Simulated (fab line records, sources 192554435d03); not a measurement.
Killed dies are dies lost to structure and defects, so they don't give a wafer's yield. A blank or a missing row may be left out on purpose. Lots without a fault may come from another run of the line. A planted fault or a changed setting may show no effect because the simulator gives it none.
A struck lot beside a sound one | flow n5_finfet | 36 steps out of a route of 1938
Sound: wafers L901.2, L901.5, L901.6. Struck: wafer L907.4. (L907.1, L907.6 of the same lot were not struck and are left out.) The cause comes at the end.
At each step with rows: each side's tool, then ch and its chambers, then its first start. Under that, the readings that differ: sound wafers | struck wafers | difference of the means | sigmas: that difference in standard deviations of wafers without a fault.
alike: readings whose means differ by less than 2 such deviations, and words and numbers that are the same on both sides. not compared: withheld readings, readings that some wafer has no value for, bounds like >300 that may hide the same value, and numbers for which the record gives no deviation and whose values overlap.
The two part at a step that has a row with sigmas, a row that says differs or no value, or rows on one side only. Numbers that don't overlap but have no deviation are shown without sigmas and don't part them. A reading that every wafer of one side lacks parts them only if that side has two wafers or more.

first, 8 steps without rows for these wafers: N5_BEOL_M8_SPUTTER_48 (material Cu, target thk 10 nm, time 1.667 s); N5_BEOL_M8_ECD_50 (material Cu, target thk 300 nm); N5_BEOL_M8_ANNEAL_51 (time 90 s); N5_BEOL_M8_CMP_52 (polishes, stops on SiCOH lowk, t overpolish 6.9 s, target thk 80 nm); N5_BEOL_M8_PRE_CLEAN_55 (time 15 s); N5_BEOL_M8_DEP_56 (deposits SiCN from 3MS/NH3, target thk 10 nm, time 17.5 s); N5_BEOL_M9_ILD_DEP_00 (deposits SiCOH lowk from DEMS/porogen, target thk 308.51 nm, time 58 s); N5_BEOL_M9_CURE_71 (cures SiCOH lowk, time 240 s).
N5_BEOL_M9_PECVD_70: deposits SiO2 from TEOS/O2, target thk 20 nm, time 22.7 s.
  sound on pecvd-02 ch 1,2, day 12 16:38; struck on pecvd-02 ch 0, day 13 14:53
  reading                                    | sound          | struck | difference | sigmas
  model.SiO2_of_BEOL_M9_PECVD_70.thk_nm (nm) | 20.2 20.8 20.2 | 13.6   | -6.8       |
  alike: heater_power_w, showerhead_plenum_p_Torr, throttle_valve_pct
then, 25 steps without rows for these wafers: N5_BEOL_M9_HM_DEP_02 (deposits TiN, target thk 20 nm); N5_BEOL_M9_COAT_59 (time 60 s, resist thk 100 nm); N5_BEOL_M9_COAT_60 (time 60 s, resist thk 30 nm); N5_BEOL_M9_COAT_05 (resist thk 90 nm); N5_BEOL_M9_EBR_07; N5_BEOL_M9_SOFTBAKE_06 (time 60 s); N5_BEOL_M9_EXPOSE_08 (exposes mask M9); N5_BEOL_M9_PEB_09 (peb time 60 s); N5_BEOL_M9_DEVELOP_10 (develop time 30 s); N5_BEOL_M9_DESCUM_16 (chemistry O2, time 7.9 s); N5_BEOL_M9_ETCH_61 (etches SiARC in CF4, target depth 39 nm, time 65 s); N5_BEOL_M9_ETCH_62 (etches SOC in N2/H2, target depth 110 nm, overetch 22 nm, time 165 s); N5_BEOL_M9_STRIP_68 (strips in N2/H2); N5_BEOL_M9_STRIP_67 (strips in CF4); N5_BEOL_M9_HM_OPEN_17 (chemistry Cl2/BCl3, target TiN, target depth 20 nm, overetch 6 nm); N5_BEOL_M9_STRIP_19 (strips in O2); N5_BEOL_M9_COAT_63 (time 60 s, resist thk 60 nm); N5_BEOL_M9_COAT_64 (time 60 s, resist thk 12 nm); N5_BEOL_M9_COAT_75 (time 60 s, resist thk 5 nm); N5_BEOL_M9_COAT_22 (resist thk 30 nm); N5_BEOL_M9_EBR_24; N5_BEOL_M9_SOFTBAKE_23 (time 60 s); N5_BEOL_M9_EXPOSE_25 (exposes mask V8); N5_BEOL_M9_PEB_26 (peb time 60 s); N5_BEOL_M9_DEVELOP_27 (develop time 30 s).
N5_BEOL_M9_HM_STRIP_39: strips TiN in peroxide tin strip, target depth 25 nm, time 158 s.
  sound on wet_bench-02 ch 3,6,7, day 12 20:22; struck on wet_bench-06 ch 4, day 13 17:53
  reading                                    | sound      | struck | difference | sigmas
  model.SiO2_of_BEOL_M9_PECVD_70.thk_nm (nm) | 20 20.6 20 | 13.4   | -6.8       |
N5_BEOL_M9_CMP_52: polishes, stops on SiCOH lowk, t overpolish 7 s, target thk 140 nm.
  sound on cmp-02 ch 0,3, day 12 23:53; struck on cmp-01 ch 2, day 13 20:23
  reading                      | sound          | struck | difference | sigmas
  barrier_field_endpoint_s (s) | 29.2 29.8 28.7 | 21.0   | -8.2       | -11
  motor_current_A (A)          | 4.7 4.6 5.6    | 8.1    | +3.1       | +3
  alike: clearing_platen_down_force_psi

WHERE THEY PART
Only at N5_BEOL_M9_CMP_52, within this record.

WHY: what the simulator had put in
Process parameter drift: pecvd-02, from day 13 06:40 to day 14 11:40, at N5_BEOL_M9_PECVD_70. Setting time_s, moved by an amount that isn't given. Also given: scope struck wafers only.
